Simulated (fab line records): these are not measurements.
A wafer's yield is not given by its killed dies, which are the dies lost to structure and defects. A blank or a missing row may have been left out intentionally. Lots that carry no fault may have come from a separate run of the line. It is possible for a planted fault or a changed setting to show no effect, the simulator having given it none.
fab line records | flow n5Finfet
record lots=4 | wafers=12 | lastDay=17
route steps=1938 shown SD_EPI_P@319 SD_ACTIVATION@330 ILD0@335 SDB@347 BEOL_M4@1111 PASSIVATION@1936
lots with no fault: from the same line, run without faults
startH: hours from the record's first day to the start of the lot's first wafer shown | waitH: hours elapsed since this lot's preceding step | " identical to the entry in the row above | L1.1+2: one row covering several wafers at once | - value missing, or start not given | * or withheld: withheld | < > ~ a bound
route shown NAME@n: NAME is a module with steps in the file, n the number in the route of the first one | usual: mean/standard deviation of fault-free wafers | same: alike in all rows | chamber/n: place in a boat | sites: per-site readings | _std_site: standard deviation across them | _edge_site: inner sites' mean taken away from outer sites' mean | radiusMm: for every site, how far away it sits from the centre of the wafer | mask NAME#n: copy n | behind: the most recent tool/chamber to have shaped the wafer | hold: what put the lot on hold/how long, in hours/how the hold closed | device: the n, p or np transistor that did not switch | end of line: the tests these same wafers got at the end of their route | step lacking rows: just its recipe | killed: not the wafer's yield, but the dies lost to structure and defects at the first sort | map: the dies of a wafer, with x for killed, . for not killed, _ for no die there
set.NAME: the setting that was run; set.NAME@STEP: the one run at that earlier step | model.NAME: the simulator's own value behind a step, which no gauge read
lots at selected steps of the route; one table per step, one row per wafer
services: from which hour (startH, from the record's first day; less than 0 if before it) a tool's chamber was out of use, for how many hours, and why
## steps
# step N5_SD_EPI_P_PRECLEAN_51
# recipe chemistry=NF3:NH3 | afsCycles=1 | tempC=30 | timeS=20 | sublimationTempC=180 | sublimationTimeS=60 | pressureTorr=3 | rfPowerW=30
# step N5_SD_EPI_P_VAPOR_ETCH_44
# recipe chemistry=NF3/Ar | target=SiGe30 | tempC=25 | timeS=3.3 | mode=isotropic
# step N5_SD_EPI_P_EPI_21
# recipe material=SiGe:B | dopant=B | tempC=550 | pressureTorr=20 | ambient=H2 | timeS=355
# step N5_SD_EPI_P_HM_STRIP_48
# recipe chemistry=H3PO4 | tempC=160 | material=SiNx | target=SiNx | targetDepthA=30 | overetchFraction=0.3
# step N5_SD_EPI_P_SRD_49
# recipe dry=ipaMarangoni | timeS=30 | tempC=23 | rinseLiquid=diw
# step N5_SD_EPI_P_PRECLEAN_24
# recipe chemistry=O3/DIW | timeS=45 | tempC=22 | o3Ppm=10
# step N5_SD_EPI_P_PRECLEAN_32
# recipe chemistry=dHF | timeS=10 | dilution=500:1 | tempC=25
# step N5_SD_EPI_P_PRECLEAN_33
# recipe chemistry=SC2 | timeS=45 | tempC=35 | mix=1:1:50
# step N5_SD_EPI_P_SRD_25
# recipe timeS=30 | tempC=23 | rinseLiquid=diw | dry=ipaMarangoni
# step N5_SD_ACTIVATION_RTA_00
# recipe tempC=975 | timeS=0 | ambient=N2 | idleTempC=600 | rampUpCPerS=150 | rampDownCPerS=60 | coolToC=600
# step N5_SD_ACTIVATION_LSA_01
# recipe tempC=1080 | timeS=0.0008 | ambient=N2
# usual wafer_temp_C_max=1084.5/1.9
lot.wafer | tool           | chamber | startH | waitH | wafer_temp_C_max
L557.2    | laserAnneal-02 | 0       | 62.10  | 0.2   | 1082.0
L557.4    | "              | 0       | "      | "     | 1085.1
L557.5    | "              | 0       | "      | "     | 1083.1
L573.1    | laserAnneal-01 | 0       | 158.18 | 0.2   | 1087.0
L573.3    | "              | 0       | "      | "     | 1085.1
L573.6    | "              | 0       | "      | "     | 1086.6
L577.3    | laserAnneal-01 | 0       | 179.80 | 0.2   | 1116.0
L577.4    | "              | 0       | "      | "     | 1116.4
L577.6    | "              | 0       | "      | "     | 1117.9
L579.2    | laserAnneal-01 | 0       | 192.69 | 0.2   | 1114.7
L579.3    | "              | 0       | "      | "     | 1115.9
L579.6    | "              | 0       | "      | "     | 1114.1
# step N5_SD_ACTIVATION_RS_MEAS_03
# recipe thkMeasGauge=four-point-probe
# usual RS_SD_N=21.9/0.36 | RS_SD_P=55.9/0.88
lot.wafer | tool         | chamber | startH | waitH | RS_SD_N[ohm/sq] | RS_SD_P[ohm/sq]
L557.2    | filmMetro-01 | -       | 62.29  | 0.2   | 22.1            | 56.7
L557.4    | "            | -       | "      | "     | 22.1            | 56.9
L557.5    | "            | -       | "      | "     | 22.1            | 57.3
L573.1    | filmMetro-01 | -       | 158.39 | 0.2   | 21.4            | 54.8
L573.3    | "            | -       | "      | "     | 21.7            | 55.3
L573.6    | "            | -       | "      | "     | 21.7            | 54.8
L577.3    | filmMetro-01 | -       | 179.99 | 0.2   | 18.9            | 55.9
L577.4    | "            | -       | "      | "     | 18.8            | 56.4
L577.6    | "            | -       | "      | "     | 18.9            | 56.3
L579.2    | filmMetro-01 | -       | 192.88 | 0.2   | 18.4            | 54.4
L579.3    | "            | -       | "      | "     | 18.6            | 54.8
L579.6    | "            | -       | "      | "     | 18.6            | 56.0
# step N5_ILD0_LINER_00
# recipe material=SiNx | targetThkA=40 | tempC=400 | aldPrecursorFamily=SiH2I2 | aldCoReactant=N2/H2-plasma | pulseTimeS=1 | purgeTimeS=2 | coReactantPurgeTimeS=2 | aldCycles=80 | pressureTorr=2
# step N5_ILD0_FCVD_FILL_01
# recipe material=SiO2_flowable | targetThkA=2000 | tempC=100 | pressureTorr=0.8 | rfW=2000 | timeS=328.3
# step N5_ILD0_CURE_02
# recipe tempC=450 | timeS=1800 | ambient=steam | idleTempC=400 | rampUpCPerMin=5 | rampDownCPerMin=3 | densificationPH2oTorr=640
# step N5_ILD0_CMP_03
# recipe stopOn=SiNx | tOverpolishS=1.9 | postCmpClean=alkalineBrush | downForcePsi=4.1491 | platenRpm=51.796 | padVelocityMS=1.0306 | targetThkNm=197.38
# step N5_ILD0_CMP_07
# recipe stopOn=poly-Si | material=SiO2_flowable | tOverpolishS=1.18 | postCmpClean=alkalineBrush | downForcePsi=4.1491 | platenRpm=51.796 | padVelocityMS=1.0306 | targetThkNm=138.88
# step N5_ILD0_PRECLEAN_10
# recipe chemistry=NF3:NH3 | afsCycles=5 | timeS=20 | tempC=30 | sublimationTempC=180 | sublimationTimeS=60 | pressureTorr=3 | rfPowerW=30
# step N5_ILD0_ALD_15
# recipe material=SiNx | targetThkA=240 | tempC=400 | aldPrecursorFamily=SiH2I2 | aldCoReactant=N2/H2-plasma | pulseTimeS=1 | aldCycles=480 | purgeTimeS=2 | coReactantPurgeTimeS=2 | pressureTorr=2
# step N5_ILD0_CMP_12
# recipe stopOn=poly-Si | material=SiNx | tOverpolishS=6 | postCmpClean=alkalineBrush | downForcePsi=2.5 | platenRpm=51.8 | padVelocityMS=1.0307 | targetThkNm=17.67
# step N5_SDB_HM_DEP_00
# recipe material=SiNx | targetThkA=400 | tempC=400 | precursor=SiH4/NH3/N2 | pressureTorr=1.5 | rfW=300 | timeS=35.3
# step N5_SDB_COAT_03
# recipe resist=SOC | tempC=250 | timeS=60 | spinRpm=1500 | resistThkNm=100
# step N5_SDB_COAT_04
# recipe resist=SiARC | tempC=220 | timeS=60 | spinRpm=1500 | resistThkNm=18
# step N5_SDB_COAT_05
# recipe resist=CAR-ArF | spinRpm=1500 | resistThkNm=90
# step N5_SDB_EBR_07
# recipe solvent=PGMEA | ebrWidthMm=1.5
# step N5_SDB_SOFTBAKE_06
# recipe tempC=110 | timeS=60 | resist=CAR-ArF
# step N5_SDB_EXPOSE_08
# recipe maskId=SDB | na=1.35 | sourceShape=conventional | sigmaOuter=0.5 | polarization=unpolarized | doseMj=49.6
# step N5_SDB_PEB_09
# recipe pebTempC=withheld | pebTimeS=60 | resist=CAR-ArF
# step N5_SDB_DEVELOP_10
# recipe developTimeS=30 | developer=TMAH | resist=CAR-ArF | rinseLiquid=diw | dry=airSpin | devTempC=23
# step N5_SDB_DESCUM_16
# recipe chemistry=O2 | timeS=7.9 | sourcePowerW=50 | biasPowerW=20 | pressureMtorr=20 | rfFrequencyHz=2.712e+07 | tempC=40 | resist=CAR-ArF | o2FlowSccm=225
# step N5_SDB_ETCH_17
# recipe chemistry=CF4 | target=SiARC | targetDepthA=234 | maskMaterial=CAR-ArF | timeS=39 | ionEnergyEv=80 | pressureMtorr=40 | sourceW=545 | biasW=36 | Ar_flow_sccm=100 | cf4FlowSccm=100 | ends=cleared
# step N5_BEOL_M4_RC_MEAS_101
# usual DIBL_N=35.3/1.5 | DIBL_P=35.3/1.9 | IOFF_N=0.145/0.027 | IOFF_P=0.20/0.033 | IOFF_P_LONG=0.000105/7.4e-06 | ION_N=670/12 | ION_P=462/6.8 | RC_DENSE_N=19.0/0.51 | RC_N=15.4/0.41 | REXT_N=75.5/1.4 | RS_SD_N=28.3/0.46 | SS_N=71.3/0.6 | SS_P=73.1/0.7 | VT_N=251/3.4 | VT_P=-251/3.2
lot.wafer | tool      | chamber | startH | waitH | DIBL_N[mV/V] | DIBL_P[mV/V] | IOFF_N[nA/um] | IOFF_P[nA/um] | IOFF_P_LONG[nA/um] | ION_N[uA/um] | ION_P[uA/um] | RC_DENSE_N[ohm.um] | RC_N[ohm.um] | REXT_N[ohm.um] | RS_SD_N[ohm/sq] | SS_N[mV/dec] | SS_P[mV/dec] | VT_N[mV] | VT_P[mV]
L557.2    | prober-02 | 0       | 182.86 | 0.2   | 36.5         | 37.2         | 0.178         | 0.23          | 0.000109           | 683          | 470          | 19.0               | 15.6         | 75.9           | 28.4            | 72.0         | 73.3         | 246      | -248
L557.4    | "         | 0       | "      | "     | 36.0         | 36.1         | 0.167         | 0.21          | 0.000105           | 687          | 468          | 18.7               | 15.4         | 76.6           | 29.0            | 70.9         | 72.7         | 246      | -249
L557.5    | "         | 0       | "      | "     | 33.9         | 32.9         | 0.127         | 0.16          | 0.000104           | 666          | 459          | 19.4               | 15.9         | 77.1           | 28.8            | 70.8         | 72.3         | 250      | -252
L573.1    | prober-01 | 0       | 277.53 | 0.0   | 35.3         | 34.7         | 0.162         | 0.21          | 9.9e-05            | 678          | 466          | 19.1               | 15.4         | 74.6           | 27.6            | 71.5         | 73.7         | 248      | -251
L573.3    | "         | 0       | "      | "     | 36.4         | 35.0         | 0.179         | 0.22          | 0.000103           | 690          | 465          | 18.5               | 15.1         | 73.7           | 28.1            | 71.5         | 73.6         | 247      | -252
L573.6    | "         | 0       | "      | "     | 34.8         | 33.2         | 0.136         | 0.18          | 0.000103           | 666          | 465          | 18.5               | 15.1         | 73.5           | 27.8            | 71.2         | 72.9         | 252      | -251
L577.3    | prober-02 | 0       | 299.34 | 0.3   | 36.2         | 36.4         | 0.177         | 0.23          | 0.000149           | 674          | 462          | 16.4               | 13.4         | 70.7           | 24.8            | 71.4         | 74.1         | 249      | -249
L577.4    | "         | 0       | "      | "     | 34.4         | 35.7         | 0.154         | 0.22          | 0.000157           | 691          | 467          | 15.5               | 12.6         | 70.3           | 24.7            | 71.4         | 73.2         | 249      | -249
L577.6    | "         | 0       | "      | "     | 36.1         | 36.9         | 0.176         | 0.23          | 0.00015            | 693          | 467          | 15.8               | 13.0         | 70.7           | 24.7            | 72.3         | 74.6         | 250      | -249
L579.2    | prober-02 | 0       | 307.40 | 0.2   | 37.4         | 36.7         | 0.151         | 0.22          | 0.000131           | 671          | 458          | 17.3               | 14.1         | 70.2           | 24.5            | 71.1         | 73.1         | 252      | -250
L579.3    | "         | 0       | "      | "     | 37.6         | 35.7         | 0.154         | 0.19          | 0.000136           | 658          | 445          | 17.3               | 14.1         | 69.2           | 24.4            | 72.4         | 73.1         | 251      | -254
L579.6    | "         | 0       | "      | "     | 35.9         | 34.5         | 0.125         | 0.18          | 0.000141           | 672          | 453          | 16.7               | 13.5         | 69.1           | 24.3            | 70.8         | 72.7         | 254      | -251
# step N5_PASSIVATION_PROBE_49
# usual defectLimitedYield=91.2/1.5 | killed_at_M0_to_M3=34/11 | killed_at_M4_up=14/5.4 | killedAtContacts=12/5.9 | killedAtFrontEnd=40/12 | killedAtOther=4/3.3 | killedDies=103/18 | killedOpen=68/13 | killedShort=34/7.5 | sort_bin_5_function=5.1/1 | sort_bin_6_memory=3.3/0.7 | sortNPass=1076/18 | sortYieldPct=91.2/1.5
# same grossDies=1180 | killedAtBackSide=0 | sort_bin_4_leakage[%]=0 | sort_bin_8_speed[%]=0
lot.wafer | tool      | chamber | startH | waitH | defectLimitedYield[%] | killed_at_M0_to_M3 | killed_at_M4_up | killedAtContacts | killedAtFrontEnd | killedAtOther | killedDies | killedOpen | killedShort | sort_bin_5_function[%] | sort_bin_6_memory[%] | sortNPass | sortYieldPct[%]
L557.2    | prober-02 | -       | 290.38 | 0.1   | 93.0                  | 17                 | 5               | 14               | 47               | 0             | 83         | 50         | 31          | 4.2                    | 2.5                  | 1097      | 93.0
L557.4    | prober-02 | -       | 290.48 | 0.2   | 91.5                  | 40                 | 9               | 21               | 30               | 0             | 100        | 64         | 36          | 4.8                    | 3.1                  | 1080      | 91.5
L557.5    | prober-02 | -       | 290.53 | 0.2   | 93.6                  | 13                 | 10              | 17               | 34               | 1             | 75         | 50         | 25          | 3.5                    | 2.8                  | 1105      | 93.6
L573.1    | prober-01 | -       | 378.21 | 0.0   | 90.2                  | 42                 | 19              | 9                | 39               | 7             | 116        | 80         | 36          | 6.0                    | 3.4                  | 1064      | 90.2
L573.3    | prober-01 | -       | 378.31 | 0.1   | 92.6                  | 42                 | 8               | 4                | 27               | 6             | 87         | 60         | 27          | 4.5                    | 2.5                  | 1093      | 92.6
L573.6    | prober-01 | -       | 378.46 | 0.3   | 91.4                  | 52                 | 14              | 8                | 22               | 5             | 101        | 68         | 33          | 4.6                    | 3.9                  | 1079      | 91.4
L579.2    | prober-01 | -       | 414.49 | 0.1   | 88.4                  | 55                 | 9               | 8                | 57               | 8             | 137        | 84         | 52          | 6.0                    | 5.3                  | 1043      | 88.4
L579.3    | prober-01 | -       | 414.54 | 0.1   | 90.7                  | 40                 | 11              | 6                | 45               | 8             | 110        | 69         | 41          | 6.1                    | 2.7                  | 1070      | 90.7
L579.6    | prober-01 | -       | 414.69 | 0.3   | 89.5                  | 45                 | 15              | 14               | 47               | 3             | 124        | 89         | 34          | 6.2                    | 3.8                  | 1056      | 89.5
L577.3    | prober-02 | -       | 416.43 | 0.1   | 91.2                  | 27                 | 23              | 14               | 30               | 10            | 104        | 61         | 43          | 5.1                    | 3.4                  | 1076      | 91.2
L577.4    | prober-02 | -       | 416.48 | 0.2   | 94.5                  | 11                 | 9               | 15               | 27               | 3             | 65         | 39         | 26          | 3.0                    | 2.2                  | 1115      | 94.5
L577.6    | prober-02 | -       | 416.58 | 0.3   | 92.0                  | 23                 | 18              | 15               | 27               | 11            | 94         | 67         | 25          | 4.7                    | 3.2                  | 1086      | 92.0
# killed by level:class
L557.2 FIN_SAQP:geometricParticle:short=14 MOL_CONTACT_COAG:geometricParticle:open=12 STI_FIN_REVEAL:geometricParticle:open=9 BEOL_M2:geometricParticle:open=7 GATE_CUT:geometricParticle:short=4 STI_FIN_REVEAL:geometricParticle:short=3 DUMMY_GATE:geometricParticle:open=3 BEOL_M0_SAQP:geometricParticle:open=3
L557.4 MOL_CONTACT_COAG:geometricParticle:open=17 BEOL_M1:geometricParticle:open=10 BEOL_M0_SAQP:geometricParticle:short=8 FIN_SAQP:geometricParticle:short=7 BEOL_M0_SAQP:geometricParticle:open=6 BEOL_M2:geometricParticle:open=6 STARTING-WAFER:geometricParticle:short=5 DUMMY_GATE:geometricParticle:open=4
L557.5 MOL_CONTACT_COAG:geometricParticle:open=15 STI_FIN_REVEAL:geometricParticle:open=9 FIN_SAQP:geometricParticle:short=8 FIN_SAQP:geometricParticle:open=4 GATE_CUT:geometricParticle:short=4 STARTING-WAFER:geometricParticle:short=4 BEOL_M0_SAQP:geometricParticle:short=3 BEOL_M3:geometricParticle:open=3
L573.1 BEOL_M3:geometricParticle:open=15 FIN_SAQP:geometricParticle:short=9 STI_FIN_REVEAL:geometricParticle:open=9 BEOL_M4:geometricParticle:open=8 BEOL_M0_SAQP:geometricParticle:open=7 BEOL_M2:geometricParticle:open=7 BEOL_M0_SAQP:geometricParticle:short=6 MOL_CONTACT_COAG:geometricParticle:open=5
L573.3 BEOL_M1:geometricParticle:open=11 BEOL_M2:geometricParticle:open=8 BEOL_M3:geometricParticle:open=7 STI_FIN_REVEAL:geometricParticle:open=4 GATE_CUT:geometricParticle:open=4 MOL_CONTACT_COAG:geometricParticle:open=4 BEOL_M0_SAQP:geometricParticle:short=4 MIM_TOP:geometricParticle:open=4
L573.6 BEOL_M3:geometricParticle:open=15 BEOL_M2:geometricParticle:open=12 BEOL_M0_SAQP:geometricParticle:open=9 MOL_CONTACT_COAG:geometricParticle:open=7 BEOL_M0_SAQP:geometricParticle:short=6 FIN_SAQP:geometricParticle:open=5 FIN_SAQP:geometricParticle:short=4 GATE_CUT:geometricParticle:short=4
L579.2 FIN_SAQP:geometricParticle:open=21 FIN_SAQP:geometricParticle:short=15 BEOL_M0_SAQP:geometricParticle:open=10 BEOL_M0_SAQP:geometricParticle:short=9 BEOL_M1:geometricParticle:open=8 BEOL_M3:geometricParticle:short=8 BEOL_M2:geometricParticle:open=6 BEOL_M3:geometricParticle:open=6
L579.3 FIN_SAQP:geometricParticle:open=15 BEOL_M0_SAQP:geometricParticle:open=12 FIN_SAQP:geometricParticle:short=10 BEOL_M0_SAQP:geometricParticle:short=9 STI_FIN_REVEAL:geometricParticle:open=7 BEOL_M4:geometricParticle:open=7 BEOL_M3:geometricParticle:open=6 STI_FIN_REVEAL:geometricParticle:short=5
L579.6 FIN_SAQP:geometricParticle:open=15 MOL_CONTACT_COAG:geometricParticle:open=13 BEOL_M1:geometricParticle:open=10 FIN_SAQP:geometricParticle:short=9 BEOL_M2:geometricParticle:open=8 BEOL_M0_SAQP:geometricParticle:short=7 BEOL_M4:geometricParticle:open=6 STI_FIN_REVEAL:geometricParticle:open=5
L577.3 BEOL_M0_SAQP:geometricParticle:short=12 MOL_CONTACT_COAG:geometricParticle:open=11 BEOL_M4:geometricParticle:short=11 BEOL_M0_SAQP:geometricParticle:open=9 DUMMY_GATE:geometricParticle:open=7 PASS1_CAP:geometricParticle:short=5 FIN_SAQP:geometricParticle:open=4 GATE_CUT:geometricParticle:open=4
L577.4 DUMMY_GATE:geometricParticle:open=9 MOL_CONTACT_COAG:geometricParticle:open=9 MOL_CONTACT_COAG:geometricParticle:short=6 BEOL_M4:geometricParticle:short=5 GATE_CUT:geometricParticle:short=4 DUMMY_GATE:geometricParticle:short=3 BEOL_M0_SAQP:geometricParticle:short=3 BEOL_M2:geometricParticle:open=3
L577.6 MOL_CONTACT_COAG:geometricParticle:open=14 BEOL_M4:geometricParticle:open=9 FIN_SAQP:geometricParticle:open=8 GATE_CUT:geometricParticle:short=6 BEOL_M3:geometricParticle:open=6 BEOL_M0_SAQP:geometricParticle:open=5 DUMMY_GATE:geometricParticle:open=4 BEOL_M0_SAQP:geometricParticle:short=4
## services
tool           | chamber | startH | hours | kind
laserAnneal-01 | -       | 43.76  | 13.9  | pm
laserAnneal-02 | -       | 131.30 | 1.6   | pm
laserAnneal-01 | -       | 136.37 | 2.3   | repair
## key
firstSign step=N5_SD_ACTIVATION_LSA_01 | reading=wafer_temp_C_max | direction=up | sigmas=16 | usual=* | struck=*
effect step=N5_SD_ACTIVATION_RS_MEAS_03 | reading=RS_SD_N | direction=down | sigmas=8.9 | usual=21.9 | struck=18.7
effect step=N5_BEOL_M4_RC_MEAS_101 | reading=RS_SD_N | direction=down | sigmas=8.2 | usual=28.3 | struck=24.6
effect step=N5_BEOL_M4_RC_MEAS_101 | reading=IOFF_P_LONG | direction=up | sigmas=5.3 | usual=0.000105 | struck=0.000144
effect step=N5_BEOL_M4_RC_MEAS_101 | reading=RC_N | direction=down | sigmas=4.9 | usual=15.4 | struck=13.5
effect step=N5_BEOL_M4_RC_MEAS_101 | reading=RC_DENSE_N | direction=down | sigmas=4.8 | usual=19.0 | struck=16.5
effect step=N5_BEOL_M4_RC_MEAS_101 | reading=REXT_N | direction=down | sigmas=3.9 | usual=75.5 | struck=70.0
metAt N5_SD_ACTIVATION_LSA_01
struckWafers L577.3,L577.4,L577.6,L579.2,L579.3,L579.6
onsetBetween 158.18 179.80
fault kind=processParameterDrift | tool=laserAnneal-01 | chamber=- | onsetH=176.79 | steps=N5_SD_ACTIVATION_LSA_01 | channel=tempC | offset=* | shape=step | endH=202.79 | stated=*
